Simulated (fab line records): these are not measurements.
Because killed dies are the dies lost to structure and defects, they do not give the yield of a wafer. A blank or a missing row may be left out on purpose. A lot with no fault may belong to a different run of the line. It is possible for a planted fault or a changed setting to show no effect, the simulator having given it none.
fab line records	flow n5-finfet
record: lots: 9	wafers: 26	last-day: 19
route steps=1938 shown FIN_SAQP@99 BEOL_M4@1111 PASSIVATION@1936
lots that met no fault: taken from a fault-free run of the same line
start-h: the number of hours between the record's first day and the start of the first shown wafer of the lot	wait-h: hours since the lot's step before	" as in the row above	L1.1+2: a row that stands for several wafers	- value missing, or start not given	* or withheld: withheld	< > ~ a bound
route shown NAME@n: a module of which the file shows steps, and the number in the route of the first	usual: mean/standard deviation of fault-free wafers	same: alike in all rows	chamber/n: place in a boat	sites: readings site by site	_std_site: their standard deviation	_edge_site: the outer-site mean with the inner-site mean subtracted	radius-mm: for every site, how far away it sits from the centre of the wafer	mask NAME#n: copy n	behind: the most recent tool/chamber to have shaped the wafer	hold: cause of the lot's hold/its duration in hours/its outcome	device: whichever transistor did not switch (one of n, p or np)	end of line: at the end of the route, the tests of the same wafers	a step with no rows: only its recipe	killed: dies lost to structure and defects at the first sort, not the wafer's yield	map: dies across one wafer; x = killed, . = not, _ = none there
set.NAME: the setting that was run; set.NAME@STEP: the one run at that earlier step	model.NAME: the simulator's own value behind a step, which no gauge read
route steps across a sampled set of lots; one table per step, one row per wafer
services: when a tool's chamber went out of use (start-h, in hours from the record's first day, below 0 if earlier), for how many hours, and the reason
== steps ==
step: N5_FIN_SAQP_PECVD_48
recipe: material: SiNx	target-thk-a: 250	temp-c: 400	precursor: SiH4/NH3/N2	pressure-torr: 1.5	rf-w: 300	time-s: 22.1
usual: chamber-pressure-Torr: 1.499/0.0034	heater-power-w: 754/68	showerhead-plenum-p-Torr: 5.14/0.071	throttle-valve-pct: 40.7/2.3
lot.wafer	tool	chamber	start-h	wait-h	chamber-pressure-Torr	heater-power-w	showerhead-plenum-p-Torr	throttle-valve-pct
L653.2	pecvd-02	0	40.35	0.0	1.498	802	5.11	41.7
L653.6	"	0	"	"	1.500	779	5.11	41.8
L656.3	pecvd-02	2	57.44	0.0	1.504	828	5.14	37.3
L656.5	"	1	"	"	1.502	695	5.13	39.4
L656.6	"	0	"	"	1.496	734	5.11	41.5
L657.1	pecvd-04	1	63.16	0.0	1.502	787	5.22	41.2
L657.2	"	2	"	"	1.500	752	5.02	37.2
L657.5	"	1	"	"	1.498	752	5.22	41.2
L666.1	pecvd-01	2	117.13	0.0	1.500	727	5.02	45.4
L666.3	"	0	"	"	1.491	760	5.12	41.7
L666.5	"	0	"	"	1.495	771	5.12	41.8
L667.1	pecvd-02	2	123.69	0.0	1.492	783	5.13	37.5
L667.4	"	0	"	"	1.494	662	5.11	41.5
L667.6	"	1	"	"	1.503	719	5.12	39.4
L668.2	pecvd-04	1	129.91	0.0	1.502	636	5.21	41.5
L668.3	"	0	"	"	1.501	671	5.23	42.9
L668.6	"	0	"	"	1.502	675	5.23	43.1
L669.1	pecvd-04	1	135.35	0.0	1.500	761	5.23	41.4
L669.3	"	0	"	"	1.499	691	5.23	43.1
L669.5	"	0	"	"	1.500	690	5.22	43.1
L670.1	pecvd-04	2	141.08	0.0	1.500	836	5.04	37.4
L670.2	"	0	"	"	1.507	662	5.22	43.1
L670.5	"	0	"	"	1.500	683	5.24	43.2
L672.1	pecvd-01	2	152.76	0.0	1.497	702	5.04	45.3
L672.3	"	1	"	"	1.495	765	5.24	40.7
L672.4	"	0	"	"	1.499	801	5.14	41.7
step: N5_FIN_SAQP_THK_MEAS_07
usual: thk-nm: 60.0/0.74
lot.wafer	tool	chamber	start-h	wait-h	thk-nm
L653.2	film-metro-02	-	40.48	0.1	58.3
L653.6	"	-	"	"	59.1
L656.3	film-metro-02	-	57.57	0.1	59.7
L656.5	"	-	"	"	60.6
L656.6	"	-	"	"	59.8
L657.1	film-metro-02	-	63.30	0.1	59.5
L657.2	"	-	"	"	57.8
L657.5	"	-	"	"	60.1
L666.1	film-metro-02	-	117.26	0.1	59.5
L666.3	"	-	"	"	59.5
L666.5	"	-	"	"	60.0
L667.1	film-metro-02	-	123.82	0.1	59.4
L667.4	"	-	"	"	60.1
L667.6	"	-	"	"	60.1
L668.2	film-metro-01	-	130.04	0.1	60.5
L668.3	"	-	"	"	60.5
L668.6	"	-	"	"	60.9
L669.1	film-metro-01	-	135.48	0.1	59.7
L669.3	"	-	"	"	59.5
L669.5	"	-	"	"	60.0
L670.1	film-metro-02	-	141.20	0.1	58.5
L670.2	"	-	"	"	59.1
L670.5	"	-	"	"	60.6
L672.1	film-metro-01	-	152.89	0.1	59.4
L672.3	"	-	"	"	59.8
L672.4	"	-	"	"	59.9
step: N5_FIN_SAQP_STRIP_55
recipe: chemistry: N2/H2	power-w: 500	temp-c: 40	pressure-mtorr: 50	rf-frequency-hz: 6e+07	overash-fraction: 0.3	bias-power-w: 28	h2-frac: 0.5	n2-flow-sccm: 300	h2-flow-sccm: 300
usual: bias-power-w: 27.99/0.085	chamber-pressure-mTorr: 49.98/0.1	drypump-motor-current-A: 5.7/0.46	oes-product-au: 0.77/0.086	rf-vpp-V: 121.7/1.5	showerhead-plenum-p-Torr: 3.36/0.086	throttle-valve-pct: 18.89/0.2
lot.wafer	tool	chamber	start-h	wait-h	bias-power-w	chamber-pressure-mTorr	drypump-motor-current-A	oes-product-au	rf-hours-counter-h	rf-vpp-V	showerhead-plenum-p-Torr	throttle-valve-pct
L653.2	rie-diel-05	1	41.58	0.2	28.02	49.97	5.4	0.78	128	122.9	3.37	18.94
L653.6	"	2	"	"	28.04	50.02	5.5	0.72	-	122.0	3.35	18.83
L656.3	rie-diel-05	1	58.43	0.1	-	-	-	-	-	-	-	-
L656.5	"	1	"	"	-	-	-	-	-	-	-	-
L656.6	"	0	"	"	-	-	-	-	-	-	-	-
L657.1	rie-diel-06	2	64.38	0.1	-	-	-	-	-	-	-	-
L657.2	"	3	"	"	-	-	-	-	-	-	-	-
L657.5	"	3	"	"	-	-	-	-	-	-	-	-
L666.1	rie-diel-05	0	119.44	0.1	27.92	49.92	6.2	0.75	148	120.7	3.35	19.01
L666.3	"	2	"	"	27.89	50.03	5.5	0.70	196	123.1	3.34	18.84
L666.5	"	1	"	"	28.04	49.98	5.4	0.76	-	121.5	3.36	18.99
L667.1	rie-diel-06	1	124.82	0.1	27.94	50.00	5.7	0.88	23	122.2	3.46	18.85
L667.4	"	2	"	"	27.93	49.92	6.3	0.73	187	121.6	3.33	18.81
L667.6	"	2	"	"	27.98	49.92	6.3	0.72	-	119.4	3.33	18.83
L668.2	rie-diel-05	1	131.04	0.1	27.87	50.05	5.4	0.76	157	120.5	3.36	19.01
L668.3	"	0	"	"	28.00	50.08	6.2	0.73	154	119.5	3.35	19.02
L668.6	"	1	"	"	27.91	50.09	5.4	0.75	-	118.6	3.36	18.98
L669.1	rie-diel-05	2	136.47	0.1	28.17	50.12	5.5	0.70	205	122.5	3.34	18.87
L669.3	"	1	"	"	28.02	50.00	5.4	0.74	159	122.6	3.36	18.99
L669.5	"	3	"	"	27.81	50.01	5.4	0.92	-	120.4	3.44	19.19
L670.1	rie-diel-02	1	142.28	0.2	27.92	50.02	5.0	0.71	216	121.3	3.31	18.95
L670.2	"	2	"	"	28.02	49.87	5.8	0.87	32	122.8	3.41	18.96
L670.5	"	2	"	"	28.05	49.92	5.8	0.88	-	121.9	3.41	18.94
L672.1	rie-diel-06	3	153.86	0.1	27.90	49.96	5.8	0.73	168	121.7	3.32	18.70
L672.3	"	2	"	"	27.96	49.90	6.3	0.72	197	120.4	3.32	18.86
L672.4	"	0	"	"	27.93	49.98	5.9	0.90	27	124.0	3.41	19.19
step: N5_FIN_SAQP_SPACER1_ETCHBACK_25
recipe: chemistry: CHF3/O2	mode: anisotropic-etchback	target: SiO2	target-depth-a: 244	time-s: 12.2	pressure-mtorr: 30	source-w: 650	bias-w: 170	Ar_flow_sccm: 200	CHF3_flow_sccm: 50	O2_flow_sccm: 5	ion-energy-ev: 200
usual: drypump-motor-current-A: 5.7/0.47	oes_o_777_au: 0.77/0.087	oes-product-au: 0.77/0.093	rf-vpp-V: 521/8.8	showerhead-plenum-p-Torr: 2.42/0.059	throttle-valve-pct: 18.94/0.17
lot.wafer	tool	chamber	start-h	wait-h	drypump-motor-current-A	oes_o_777_au	oes-product-au	rf-hours-counter-h	rf-vpp-V	showerhead-plenum-p-Torr	throttle-valve-pct
L653.2	rie-diel-06	0	43.01	0.4	5.8	0.67	0.68	248	531	2.46	19.12
L653.6	"	3	"	"	5.8	0.79	0.78	-	511	2.41	18.87
L656.3	rie-diel-05	1	61.18	0.4	5.4	0.76	0.77	137	518	2.40	19.02
L656.5	"	1	"	"	5.4	0.76	0.78	-	520	2.40	19.02
L656.6	"	2	"	"	5.5	0.71	0.71	-	526	2.41	18.89
L657.1	rie-diel-02	0	65.82	0.4	5.2	0.73	0.73	190	518	2.48	19.15
L657.2	"	2	"	"	5.8	0.93	0.93	9	512	2.45	18.70
L657.5	"	0	"	"	5.1	0.73	0.72	-	515	2.48	19.16
L666.1	rie-diel-05	1	121.20	0.4	5.4	0.75	0.76	151	518	2.39	19.04
L666.3	"	0	"	"	6.2	0.73	0.73	148	525	2.41	19.08
L666.5	"	0	"	"	6.2	0.74	0.74	-	527	2.41	19.07
L667.1	rie-diel-05	3	126.37	0.5	5.3	0.90	0.94	12	514	2.46	18.67
L667.4	"	1	"	"	5.4	0.74	0.76	154	518	2.39	19.04
L667.6	"	0	"	"	6.3	0.74	0.74	-	523	2.41	19.08
L668.2	rie-diel-02	2	132.49	0.4	5.8	0.88	0.88	30	510	2.44	18.75
L668.3	"	0	"	"	5.2	0.71	0.71	216	516	2.47	19.18
L668.6	"	0	"	"	5.2	0.71	0.70	-	516	2.47	19.19
L669.1	rie-diel-05	3	137.89	0.4	5.3	0.90	0.93	16	513	2.46	18.67
L669.3	"	0	"	"	6.2	0.74	0.73	156	525	2.40	19.08
L669.5	"	2	"	"	5.5	0.70	0.69	-	526	2.40	18.92
L670.1	rie-diel-05	2	143.70	0.4	5.5	0.70	0.69	207	526	2.40	18.92
L670.2	"	0	"	"	6.3	0.74	0.73	158	525	2.40	19.06
L670.5	"	2	"	"	5.5	0.70	0.69	-	527	2.40	18.93
L672.1	rie-diel-06	3	155.37	0.5	5.8	0.76	0.73	169	509	2.39	18.92
L672.3	"	2	"	"	6.3	0.67	0.71	198	543	2.39	19.01
L672.4	"	1	"	"	5.7	0.85	0.88	32	519	2.46	18.64
step: N5_BEOL_M4_RC_MEAS_101
usual: DIBL_N: 36.0/1.6	DIBL_P: 35.8/2	IOFF_N: 0.152/0.03	IOFF_P: 0.20/0.031	ION_N: 670/12	ION_P: 459/7.4	SS_N: 71.5/0.56	SS_P: 73.2/0.64	VT_N: 251/3.5	VT_P: -252/3.3
lot.wafer	tool	chamber	start-h	wait-h	DIBL_N[mV/V]	DIBL_P[mV/V]	IOFF_N[nA/um]	IOFF_P[nA/um]	ION_N[uA/um]	ION_P[uA/um]	SS_N[mV/dec]	SS_P[mV/dec]	VT_N[mV]	VT_P[mV]
L653.2	prober-01	0	214.81	0.2	36.7	37.3	0.176	0.21	670	452	71.8	73.2	251	-251
L653.6	"	0	"	"	35.8	35.5	0.165	0.19	667	456	71.8	73.5	247	-254
L656.3	prober-02	0	239.15	0.3	37.7	38.8	0.193	0.23	682	463	72.0	74.0	248	-253
L656.5	"	0	"	"	36.8	37.0	0.170	0.20	665	449	71.2	73.4	247	-253
L656.6	"	0	"	"	34.7	35.1	0.134	0.18	667	457	71.4	73.4	253	-252
L657.1	prober-01	0	241.38	0.0	33.4	30.6	0.099	0.15	645	449	70.3	71.7	256	-254
L657.2	"	0	"	"	34.5	33.8	0.123	0.19	671	467	70.3	72.5	252	-251
L657.5	"	0	"	"	36.9	35.4	0.152	0.20	662	460	72.2	73.3	249	-249
L667.1	prober-02	0	291.84	0.0	36.2	34.5	0.148	0.18	684	464	71.2	72.7	248	-255
L667.4	"	0	"	"	37.3	34.6	0.146	0.17	674	447	71.6	72.7	254	-255
L667.6	"	0	"	"	34.6	32.2	0.120	0.16	660	449	70.6	72.4	253	-256
L668.2	prober-02	0	294.19	0.2	35.6	35.8	0.151	0.20	687	469	71.3	73.7	250	-250
L668.3	"	0	"	"	35.3	35.7	0.146	0.20	674	461	70.9	73.4	248	-251
L668.6	"	0	"	"	36.1	35.7	0.150	0.20	673	459	71.2	72.6	249	-249
L666.1	prober-01	0	301.95	0.0	37.7	38.1	0.196	0.22	686	459	71.2	73.9	244	-251
L666.3	"	0	"	"	34.9	35.4	0.150	0.18	691	471	71.1	72.9	247	-252
L666.5	"	0	"	"	34.7	34.2	0.131	0.16	664	449	70.7	72.5	250	-255
L669.1	prober-02	0	317.40	0.0	35.8	34.9	0.155	0.19	680	462	71.8	72.8	249	-252
L669.3	"	0	"	"	33.6	31.3	0.109	0.14	653	449	71.5	73.0	257	-256
L669.5	"	0	"	"	34.9	33.4	0.135	0.17	674	463	71.9	72.8	250	-253
L670.1	prober-02	0	328.96	0.0	35.5	33.7	0.136	0.21	674	473	70.9	72.8	254	-250
L670.2	"	0	"	"	36.1	34.1	0.144	0.21	661	459	71.4	73.5	251	-246
L670.5	"	0	"	"	35.4	33.8	0.135	0.20	664	459	71.3	73.4	251	-247
L672.1	prober-01	0	342.77	0.0	35.3	36.1	0.156	0.23	681	467	71.0	73.7	248	-249
L672.3	"	0	"	"	35.7	36.1	0.171	0.22	677	468	71.2	74.0	249	-250
L672.4	"	0	"	"	37.0	37.1	0.177	0.23	676	465	71.9	74.4	251	-250
step: N5_PASSIVATION_PROBE_49
usual: defect-limited-yield: 91.6/1.4	killed_at_M0_to_M3: 33/10	killed_at_M4_up: 13/5.3	killed-at-contacts: 13/5.9	killed-at-front-end: 36/12	killed-at-other: 4/3.1	killed-dies: 99/16	killed-on-rim: 13/4.2	killed-open: 65/13	killed-short: 32/7.3	sort_bin_5_function: 4.9/0.9	sort_bin_6_memory: 3.1/0.66	sort-n-pass: 1081/17	sort-yield-pct: 91.6/1.4
same: gross-dies: 1180	killed-at-back-side: 0	sort_bin_4_leakage[%]: 0	sort_bin_8_speed[%]: 0
lot.wafer	tool	chamber	start-h	wait-h	defect-limited-yield[%]	killed_at_M0_to_M3	killed_at_M4_up	killed-at-contacts	killed-at-front-end	killed-at-other	killed-dies	killed-on-rim	killed-open	killed-short	sort_bin_5_function[%]	sort_bin_6_memory[%]	sort-n-pass	sort-yield-pct[%]
L653.2	prober-01	-	321.06	0.1	91.9	30	5	23	30	7	95	8	49	43	5.0	2.9	1085	91.9
L653.6	prober-01	-	321.26	0.3	91.4	39	9	22	31	0	101	15	65	36	5.3	2.8	1079	91.4
L656.3	prober-02	-	335.26	0.1	90.8	42	12	14	39	1	108	13	77	30	5.4	3.7	1072	90.8
L656.5	prober-02	-	335.36	0.2	91.5	32	10	19	37	2	100	10	73	27	5.2	2.7	1080	91.5
L656.6	prober-02	-	335.41	0.3	92.5	30	8	15	33	3	89	12	65	22	4.1	3.3	1091	92.5
L657.1	prober-01	-	341.40	0.0	91.7	31	13	9	42	3	98	14	64	33	5.5	2.4	1082	91.7
L657.2	prober-01	-	341.45	0.1	90.8	28	8	14	40	18	108	11	69	36	6.0	3.1	1072	90.8
L657.5	prober-01	-	341.60	0.2	91.1	32	17	19	36	1	105	14	74	30	5.5	3.2	1075	91.1
L667.1	prober-02	-	394.04	0.0	93.6	19	19	10	25	2	75	8	57	18	4.5	1.8	1105	93.6
L667.4	prober-02	-	394.19	0.2	94.2	13	23	7	23	2	68	9	48	19	3.3	2.1	1112	94.2
L667.6	prober-02	-	394.29	0.3	93.4	21	8	6	38	5	78	8	49	29	3.8	2.5	1102	93.4
L668.2	prober-01	-	404.33	0.1	93.4	18	13	11	28	8	78	6	50	25	3.7	2.7	1102	93.4
L668.3	prober-01	-	404.38	0.1	92.6	22	16	13	31	5	87	12	56	27	4.5	2.4	1093	92.6
L668.6	prober-01	-	404.53	0.3	91.5	30	18	5	42	5	100	15	58	35	4.7	3.6	1080	91.5
L666.1	prober-02	-	414.47	0.0	89.7	29	14	6	68	4	121	14	83	38	6.2	4.0	1059	89.7
L666.3	prober-02	-	414.57	0.1	90.7	40	27	10	32	1	110	15	77	32	5.4	3.6	1070	90.7
L666.5	prober-02	-	414.67	0.2	92.6	35	4	16	30	2	87	13	66	20	4.0	3.4	1093	92.6
L669.1	prober-02	-	428.78	0.0	90.0	36	21	13	37	11	118	11	77	38	5.8	3.6	1062	90.0
L669.3	prober-02	-	428.88	0.1	91.7	23	14	11	48	2	98	7	62	33	5.3	2.5	1082	91.7
L669.5	prober-02	-	428.98	0.2	91.1	26	16	12	50	1	105	11	52	51	4.8	3.5	1075	91.1
L670.1	prober-02	-	439.25	0.0	90.4	56	7	10	39	1	113	16	73	39	5.7	3.6	1067	90.4
L670.2	prober-02	-	439.30	0.1	89.1	61	14	4	50	0	129	17	76	50	7.0	3.5	1051	89.1
L670.5	prober-02	-	439.45	0.2	91.4	31	7	13	43	7	101	13	65	34	5.8	2.5	1079	91.4
L672.1	prober-01	-	459.06	0.0	92.5	30	13	14	23	8	88	13	55	33	3.8	3.6	1092	92.5
L672.3	prober-01	-	459.16	0.1	92.3	31	5	16	27	12	91	8	69	22	4.1	3.4	1089	92.3
L672.4	prober-01	-	459.21	0.2	91.5	36	9	20	28	7	100	19	63	36	4.8	3.4	1080	91.5
killed by level:class
L653.2 MOL_CONTACT_COAG:geometric-particle:open=12 DUMMY_GATE:geometric-particle:open=11 MOL_CONTACT_COAG:geometric-particle:short=9 BEOL_M0_SAQP:geometric-particle:short=9 BEOL_M0_SAQP:geometric-particle:open=9 FIN_SAQP:geometric-particle:short=6 PAD_METAL:geometric-particle:short=5 BEOL_M2:geometric-particle:open=4
L653.6 MOL_CONTACT_COAG:geometric-particle:open=19 BEOL_M2:geometric-particle:open=12 BEOL_M0_SAQP:geometric-particle:short=9 BEOL_M0_SAQP:geometric-particle:open=8 STI_FIN_REVEAL:geometric-particle:open=7 FIN_SAQP:geometric-particle:short=6 BEOL_M2:geometric-particle:short=4 STARTING-WAFER:geometric-particle:open=4
L656.3 STI_FIN_REVEAL:geometric-particle:open=13 MOL_CONTACT_COAG:geometric-particle:open=12 BEOL_M2:geometric-particle:open=9 BEOL_M1:geometric-particle:open=8 BEOL_M0_SAQP:geometric-particle:short=8 BEOL_M3:geometric-particle:open=7 FIN_SAQP:geometric-particle:open=6 GATE_CUT:geometric-particle:open=5
L656.5 MOL_CONTACT_COAG:geometric-particle:open=15 BEOL_M0_SAQP:geometric-particle:open=9 BEOL_M2:geometric-particle:open=8 STI_FIN_REVEAL:geometric-particle:open=7 FIN_SAQP:geometric-particle:open=6 BEOL_M0_SAQP:geometric-particle:short=6 DUMMY_GATE:geometric-particle:open=5 FIN_SAQP:geometric-particle:short=4
L656.6 MOL_CONTACT_COAG:geometric-particle:open=12 BEOL_M2:geometric-particle:open=10 BEOL_M1:geometric-particle:open=8 STI_FIN_REVEAL:geometric-particle:open=7 FIN_SAQP:geometric-particle:open=6 GATE_CUT:geometric-particle:short=4 BEOL_M0_SAQP:geometric-particle:open=4 BEOL_M5:geometric-particle:open=4
L657.1 BEOL_M3:geometric-particle:open=15 STI_FIN_REVEAL:geometric-particle:open=13 FIN_SAQP:geometric-particle:open=10 FIN_SAQP:geometric-particle:short=8 GATE_CUT:geometric-particle:short=5 MOL_CONTACT_COAG:geometric-particle:open=5 MOL_CONTACT_COAG:geometric-particle:short=4 BEOL_M0_SAQP:geometric-particle:short=4
L657.2 FIN_SAQP:geometric-particle:open=16 MOL_CONTACT_COAG:geometric-particle:open=9 BEOL_M0_SAQP:geometric-particle:open=9 STI_FIN_REVEAL:geometric-particle:open=8 PASS1_CAP:geometric-particle:open=6 MIM_BOT:geometric-particle:short=5 PASS1_CAP:geometric-particle:short=5 FIN_SAQP:geometric-particle:short=4
L657.5 MOL_CONTACT_COAG:geometric-particle:open=14 FIN_SAQP:geometric-particle:open=10 BEOL_M0_SAQP:geometric-particle:open=6 STI_FIN_REVEAL:geometric-particle:open=5 GATE_CUT:geometric-particle:open=5 MOL_CONTACT_COAG:geometric-particle:short=5 BEOL_M1:geometric-particle:open=5 BEOL_M4:geometric-particle:open=5
L667.1 BEOL_M4:geometric-particle:open=11 FIN_SAQP:geometric-particle:open=10 MOL_CONTACT_COAG:geometric-particle:open=9 STI_FIN_REVEAL:geometric-particle:open=5 BEOL_M0_SAQP:geometric-particle:open=5 BEOL_M3:geometric-particle:open=5 BEOL_M0_SAQP:geometric-particle:short=3 BEOL_M1:geometric-particle:open=3
L667.4 BEOL_M4:geometric-particle:open=14 STI_FIN_REVEAL:geometric-particle:open=6 BEOL_M3:geometric-particle:open=6 FIN_SAQP:geometric-particle:open=5 MOL_CONTACT_COAG:geometric-particle:open=5 BEOL_M4:geometric-particle:short=3 FIN_SAQP:geometric-particle:short=2 ILD0:geometric-particle:open=2
L667.6 FIN_SAQP:geometric-particle:open=12 BEOL_M0_SAQP:geometric-particle:open=10 STI_FIN_REVEAL:geometric-particle:open=6 BEOL_M0_SAQP:geometric-particle:short=6 STI_FIN_REVEAL:geometric-particle:short=4 DUMMY_GATE:geometric-particle:open=4 MOL_CONTACT_COAG:geometric-particle:open=3 MOL_CONTACT_COAG:geometric-particle:short=3
L668.2 MOL_CONTACT_COAG:geometric-particle:open=8 GATE_CUT:geometric-particle:short=7 FIN_SAQP:geometric-particle:short=6 MIM_BOT:geometric-particle:open=5 BEOL_M0_SAQP:geometric-particle:short=5 DUMMY_GATE:geometric-particle:open=4 BEOL_M3:geometric-particle:open=4 BEOL_M5:geometric-particle:open=4
L668.3 MOL_CONTACT_COAG:geometric-particle:open=12 GATE_CUT:geometric-particle:open=8 BEOL_M3:geometric-particle:open=7 BEOL_M0_SAQP:geometric-particle:open=6 BEOL_M4:geometric-particle:open=6 BEOL_M4:geometric-particle:short=4 STI_FIN_REVEAL:geometric-particle:open=3 GATE_CUT:geometric-particle:short=3
L668.6 GATE_CUT:geometric-particle:short=9 BEOL_M0_SAQP:geometric-particle:short=7 GATE_CUT:geometric-particle:open=6 BEOL_M0_SAQP:geometric-particle:open=6 BEOL_M5:geometric-particle:open=6 STI_FIN_REVEAL:geometric-particle:open=5 BEOL_M3:geometric-particle:open=5 STARTING-WAFER:geometric-particle:short=4
L666.1 STI_FIN_REVEAL:geometric-particle:open=27 FIN_SAQP:geometric-particle:short=9 ILD0:geometric-particle:open=6 BEOL_M3:geometric-particle:open=6 ILD0:geometric-particle:short=5 MOL_CONTACT_COAG:geometric-particle:open=5 BEOL_M4:geometric-particle:open=5 BEOL_M0_SAQP:geometric-particle:short=4
L666.3 BEOL_M2:geometric-particle:open=11 MOL_CONTACT_COAG:geometric-particle:open=8 BEOL_M4:geometric-particle:open=8 BEOL_M0_SAQP:geometric-particle:open=7 STI_FIN_REVEAL:geometric-particle:open=6 BEOL_M1:geometric-particle:open=6 BEOL_M3:geometric-particle:open=5 DUMMY_GATE:geometric-particle:open=4
L666.5 STI_FIN_REVEAL:geometric-particle:open=12 MOL_CONTACT_COAG:geometric-particle:open=12 BEOL_M3:geometric-particle:open=10 BEOL_M2:geometric-particle:open=7 BEOL_M0_SAQP:geometric-particle:open=6 MOL_CONTACT_COAG:geometric-particle:short=4 BEOL_M1:geometric-particle:open=4 DUMMY_GATE:geometric-particle:open=3
L669.1 FIN_SAQP:geometric-particle:short=10 MOL_CONTACT_COAG:geometric-particle:open=10 BEOL_M0_SAQP:geometric-particle:open=10 BEOL_M4:geometric-particle:open=8 STI_FIN_REVEAL:geometric-particle:open=6 BEOL_M2:geometric-particle:open=6 BEOL_M0:geometric-particle:open=4 ILD0:geometric-particle:short=4
L669.3 FIN_SAQP:geometric-particle:open=9 FIN_SAQP:geometric-particle:short=8 DUMMY_GATE:geometric-particle:open=8 ILD0:geometric-particle:short=7 BEOL_M4:geometric-particle:open=7 MOL_CONTACT_COAG:geometric-particle:open=6 BEOL_M0_SAQP:geometric-particle:open=6 MOL_CONTACT_COAG:geometric-particle:short=5
L669.5 FIN_SAQP:geometric-particle:short=17 STI_FIN_REVEAL:geometric-particle:open=8 BEOL_M0_SAQP:geometric-particle:short=8 MOL_CONTACT_COAG:geometric-particle:open=7 DUMMY_GATE:geometric-particle:open=6 BEOL_M2:geometric-particle:short=6 BEOL_M4:geometric-particle:open=5 ILD0:geometric-particle:short=4
L670.1 STI_FIN_REVEAL:geometric-particle:open=17 BEOL_M0_SAQP:geometric-particle:short=14 BEOL_M0_SAQP:geometric-particle:open=12 MOL_CONTACT_COAG:geometric-particle:open=10 BEOL_M3:geometric-particle:open=10 BEOL_M0:geometric-particle:open=7 FIN_SAQP:geometric-particle:short=6 BEOL_M1:geometric-particle:open=5
L670.2 FIN_SAQP:geometric-particle:short=17 BEOL_M0_SAQP:geometric-particle:short=17 BEOL_M0_SAQP:geometric-particle:open=17 STI_FIN_REVEAL:geometric-particle:open=11 BEOL_M5:geometric-particle:open=6 GATE_CUT:geometric-particle:short=5 BEOL_M1:geometric-particle:open=5 BEOL_M3:geometric-particle:short=5
L670.5 BEOL_M0_SAQP:geometric-particle:open=13 FIN_SAQP:geometric-particle:open=12 FIN_SAQP:geometric-particle:short=12 MOL_CONTACT_COAG:geometric-particle:open=12 BEOL_M0_SAQP:geometric-particle:short=10 STI_FIN_REVEAL:geometric-particle:open=4 BEOL_M2:geometric-particle:open=3 BEOL_M3:geometric-particle:open=3
L672.1 MOL_CONTACT_COAG:geometric-particle:open=12 BEOL_M0_SAQP:geometric-particle:short=7 BEOL_M4:geometric-particle:open=6 BEOL_M0_SAQP:geometric-particle:open=4 BEOL_M2:geometric-particle:short=4 BEOL_M3:geometric-particle:open=4 FIN_SAQP:geometric-particle:open=3 GATE_CUT:geometric-particle:short=3
L672.3 MOL_CONTACT_COAG:geometric-particle:open=15 FIN_SAQP:geometric-particle:open=9 BEOL_M0_SAQP:geometric-particle:open=8 STI_FIN_REVEAL:geometric-particle:open=7 BEOL_M1:geometric-particle:open=6 BEOL_M2:geometric-particle:open=5 FIN_SAQP:geometric-particle:short=4 BEOL_M0_SAQP:geometric-particle:short=4
L672.4 BEOL_M3:geometric-particle:open=17 MOL_CONTACT_COAG:geometric-particle:open=16 FIN_SAQP:geometric-particle:short=6 BEOL_M3:geometric-particle:short=5 BEOL_M2:geometric-particle:open=5 MOL_CONTACT_COAG:geometric-particle:short=4 BEOL_M0_SAQP:geometric-particle:open=4 STI_FIN_REVEAL:geometric-particle:short=3
== services ==
tool	chamber	start-h	hours	kind
rie-diel-05	3	16.40	6.7	repair
pecvd-02	0	18.09	6.7	repair
rie-diel-06	3	18.20	6.7	repair
pecvd-01	2	32.67	26.8	repair
rie-diel-06	1	34.43	-	clean
rie-diel-06	1	34.43	-	consumable-replace:focus-ring
rie-diel-06	1	34.43	17.1	scheduled-down
rie-diel-06	1	34.43	17.1	vent-cycle
rie-diel-05	3	48.11	-	clean
rie-diel-05	3	48.11	-	consumable-replace:focus-ring
rie-diel-05	3	48.11	14.7	scheduled-down
rie-diel-05	3	48.11	14.7	vent-cycle
rie-diel-06	0	51.97	-	clean
pecvd-04	-	58.69	4.3	pm
pecvd-01	-	59.16	2.8	pm
rie-diel-05	-	61.93	2.8	pm
pecvd-04	-	63.57	1.6	repair
rie-diel-05	3	66.19	7.2	repair
rie-diel-06	0	67.14	4.2	repair
pecvd-02	-	70.30	0.9	repair
pecvd-01	1	96.26	6.5	repair
rie-diel-02	2	98.10	16.2	repair
rie-diel-05	3	118.81	5.5	repair
rie-diel-02	0	153.84	5.9	repair
== key ==
first-sign: step: N5_FIN_SAQP_STRIP_55	reading: tool-record	direction: missing
effect none on later readings
met-at N5_FIN_SAQP_STRIP_55
struck-lots L656,L657
not-acting-at N5_FIN_SAQP_PECVD_48,N5_FIN_SAQP_THK_MEAS_07,N5_FIN_SAQP_SPACER1_ETCHBACK_25
onset-between 41.58 58.43
fault: kind: skipped-step-whole	tool: rie-diel-05,rie-diel-06	chamber: -	onset-h: 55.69	steps: N5_FIN_SAQP_STRIP_55	scope: struck-lots-only
